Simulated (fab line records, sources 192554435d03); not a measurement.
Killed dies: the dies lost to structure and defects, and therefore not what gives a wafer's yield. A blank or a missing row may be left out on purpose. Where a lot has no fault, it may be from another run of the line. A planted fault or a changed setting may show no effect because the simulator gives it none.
Split-lot trial	flow n5-finfet	on a route of 1938 steps: 7 lots, 21 wafers read

SPLIT DETAILS
At N5_BEOL_M0_SAQP_EXPOSE_11 (exposes mask M0 CORE, target cd 42 nm), the setting dose-mj was moved away from the recipe's 55 on 8 of the 21 wafers read, by -4.6% to +7.4%. All remaining wafers had this setting at the recipe value.

FROM THE SPLIT TO THE READING: what the file shows between them, 2 steps
- N5_BEOL_M0_SAQP_PEB_12: peb time 60 s
- N5_BEOL_M0_SAQP_DEVELOP_13: develop time 30 s

THE READING
Shown in nm: cd-nm at N5_BEOL_M0_SAQP_CD_MEAS_14, with target cd 42.5 nm. On this fab line, fault-free wafers typically give 42.5 nm with a standard deviation of 0.3 nm.

wafer	tool, chamber at the split	dose-mj as run	against the recipe	cd-nm, nm	against lot-mates on the recipe
L074.2	arfi-scanner-02, 0	55	recipe	42.3	-
L074.4	arfi-scanner-02, 0	52.49	-4.6%	44.0	+1.7
L074.6	arfi-scanner-02, 0	52.49	-4.6%	44.0	+1.7
L075.3	arfi-scanner-03, 0	55	recipe	42.2	-
L075.5	arfi-scanner-03, 0	56.38	+2.5%	41.2	-1.0
L075.6	arfi-scanner-03, 0	56.38	+2.5%	41.7	-0.5
L080.1	arfi-scanner-01, 0	55	recipe	42.1	-
L080.2	arfi-scanner-01, 0	55	recipe	42.4	-
L080.4	arfi-scanner-01, 0	55	recipe	42.3	-
L082.1	arfi-scanner-02, 0	55	recipe	42.6	-
L082.3	arfi-scanner-02, 0	58.34	+6.1%	40.2	-2.4
L082.6	arfi-scanner-02, 0	58.34	+6.1%	40.6	-2.0
L084.3	arfi-scanner-02, 0	55	recipe	43.0	-
L084.4	arfi-scanner-02, 0	55	recipe	43.3	-
L084.5	arfi-scanner-02, 0	55	recipe	42.9	-
L088.2	arfi-scanner-03, 0	59.09	+7.4%	39.9	-1.9
L088.4	arfi-scanner-03, 0	55	recipe	41.8	-
L088.6	arfi-scanner-03, 0	55	recipe	41.8	-
L091.3	arfi-scanner-03, 0	53.75	-2.3%	43.2	+0.2
L091.5	arfi-scanner-03, 0	55	recipe	43.2	-
L091.6	arfi-scanner-03, 0	55	recipe	42.9	-

THE FIT
A straight line over all 21 wafers: cd-nm changes by -0.346 nm for each +1% of dose-mj; r = -0.93; the points scatter about the line by 0.42 nm.
The same after taking each lot's own level away (the mean of its wafers on the recipe; 21 wafers): -0.321 nm for each +1%; r = -0.97; scatter 0.25 nm.
The reading moves by 2.4 nm for the largest change in dose-mj, on that fit.
The lots' own levels span 41.80 to 43.07 nm, that is 4.2 times the standard deviation above.
So the lot-to-lot level changes the slope little: the two slopes agree.
Check: for one of the wafers moved furthest among these (+7.4%), held out of the fit, the line's prediction against its lot-mates is -2.6 nm. Against them it came out at -1.9 nm.

OTHER SPLITS APPLIED TO THESE WAFERS
Other splits were also applied to these wafers ahead of the reading. Each is held against what the fit with the lots' levels taken away leaves over:
other split on the same wafers	wafers away from the commonest value	r with cd-nm (lot level and that fit taken away)
N5_SD_EPI_P_ETCH_16 target-depth-a	6	+0.33
N5_SD_EPI_P_EPI_21 epi-growth-time-s	11	-0.33
N5_SDB_ETCH_25 time-s	9	-0.07
N5_GATE_CUT_ETCH_56 bias-w	5	+0.07
N5_GATE_CUT_ETCH_58 source-w	7	+0.47
N5_GATE_CUT_CUT_ETCH_53 icp-w	10	+0.32
N5_MOL_CONTACT_COAG_COAT_62 spin-rpm	10	-0.03
N5_BEOL_M0_SAQP_COAT_08 spin-rpm	7	+0.34

THE FILE'S OWN FIT
cd-nm changes by -0.294 nm for each +1% of dose-mj, r = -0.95.
